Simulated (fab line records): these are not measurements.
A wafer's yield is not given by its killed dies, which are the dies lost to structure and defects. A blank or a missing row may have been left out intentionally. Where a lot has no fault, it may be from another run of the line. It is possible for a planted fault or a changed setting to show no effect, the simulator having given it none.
Struck lot and sound lot, side by side + flow n5Finfet + 14 steps out of a route of 1938
Sound: wafers L268.1, L268.4, L268.5. Struck: wafer L278.5. (L278.6 of the same lot was not struck and is left out.) The cause comes at the end.
Each step with rows lists, per side, the tool, then ch with its chambers, then its first start. Under that, the readings that differ: sound wafers + struck wafers + difference of the means + sigmas: that difference in standard deviations of wafers without a fault.
alike: a reading whose means differ by less than 2 such deviations, as well as words and numbers matching on both sides. not compared: withheld readings; readings where some wafer has no value; bounds like >300 that might hide an equal value; numbers whose values overlap and for which the record gives no deviation.
A row with sigmas, a row that says differs or no value, or rows on one side alone: a step with any of these is where the two part. When numbers do not overlap yet have no deviation, they are printed without sigmas and do not part them. Lack of a reading on every wafer of one side parts them only where that side has two or more wafers.

first, 2 steps without rows for these wafers: N5_BEOL_M9_PRECLEAN_42 (cleans in residue remover, time 60 s); N5_BEOL_M9_SRD_43 (time 30 s).
N5_BEOL_M9_CD_MEAS_35: target cd 70 nm, target cd y 40 nm.
  sound: cdSem-03 at day 12 08:19; struck: cdSem-03 at day 15 10:52
  alike: cdNm
N5_BEOL_M9_CURE_72: cures SiCOH lowk, time 120 s.
  sound on uvCure-03 ch 1, day 12 08:31; struck on uvCure-01 ch 2, day 15 11:05
| reading          | sound             | struck | difference | sigmas |
|------------------|-------------------|--------|------------|--------|
| wafer_temp_C_max | 372.3 372.3 372.1 | 371.3  | -0.9       | -2     |
  alike: lampPowerPct
then, 1 step without rows for these wafers: N5_BEOL_M9_DEGAS_44 (time 60 s).
N5_BEOL_M9_PRE_CLEAN_45: time 30 s.
  sound: pvdSputter-01 at day 12 09:04; struck: pvdSputter-03 at day 15 11:27
  alike: heaterPowerW
N5_BEOL_M9_ALD_74: deposits TaN, target thk 2 nm, pulse time 2 s, purge time 3 s.
  sound on aldMetal-03 ch 1,3, day 12 09:13; struck on aldMetal-03 ch 1, day 15 11:38
  alike: heaterPowerW
N5_BEOL_M9_SURFACE_TREAT_79:
  sound: pvdSputter-01 at day 12 09:32; struck: pvdSputter-03 at day 15 11:49
  not compared: throttleValvePct
then, 3 steps without rows for these wafers: N5_BEOL_M9_CVD_78 (deposits Co from CCTBA/H2, target thk 2 nm, time 138.9 s); N5_BEOL_M9_SPUTTER_48 (material Cu, target thk 12 nm, time 2 s); N5_BEOL_M9_ECD_50 (material Cu, target thk 318 nm).
N5_BEOL_M9_ANNEAL_51: time 90 s.
  sound on rtpAnneal-01 ch 0, day 12 10:02; struck on rtpAnneal-02 ch 0, day 15 12:29
| reading          | sound                | struck | difference | sigmas |
|------------------|----------------------|--------|------------|--------|
| wafer_temp_C_max | 225.21 225.20 225.54 | 225.96 | +0.64      | +3     |
N5_BEOL_M9_CMP_52: polishes, stops on SiCOH lowk, t overpolish 7 s, target thk 140 nm.
  sound on cmp-01 ch 0,1,2, day 12 10:26; struck on cmp-01 ch 0, day 15 12:46
| reading                   | sound          | struck | difference | sigmas |
|---------------------------|----------------|--------|------------|--------|
| barrierFieldEndpointS (s) | 29.2 29.8 30.2 | 16.4   | -13.3      | -18    |
| timeToEndpointS (s)       | 64.9 66.5 73.0 | 38.2   | -29.9      | -11    |
  alike: clearingPlatenDownForcePsi, motorCurrentA, overpolishRunS, slurryFilterDpKPa
N5_PASSIVATION_PROBE_49:
  sound wafers here have rows in the record (prober-02, day 14 23:46); struck ones have none

== WHERE THEY PART ==
First at N5_BEOL_M9_CURE_72; last, within this record, at N5_PASSIVATION_PROBE_49.

WHY: what had been put in by the simulator
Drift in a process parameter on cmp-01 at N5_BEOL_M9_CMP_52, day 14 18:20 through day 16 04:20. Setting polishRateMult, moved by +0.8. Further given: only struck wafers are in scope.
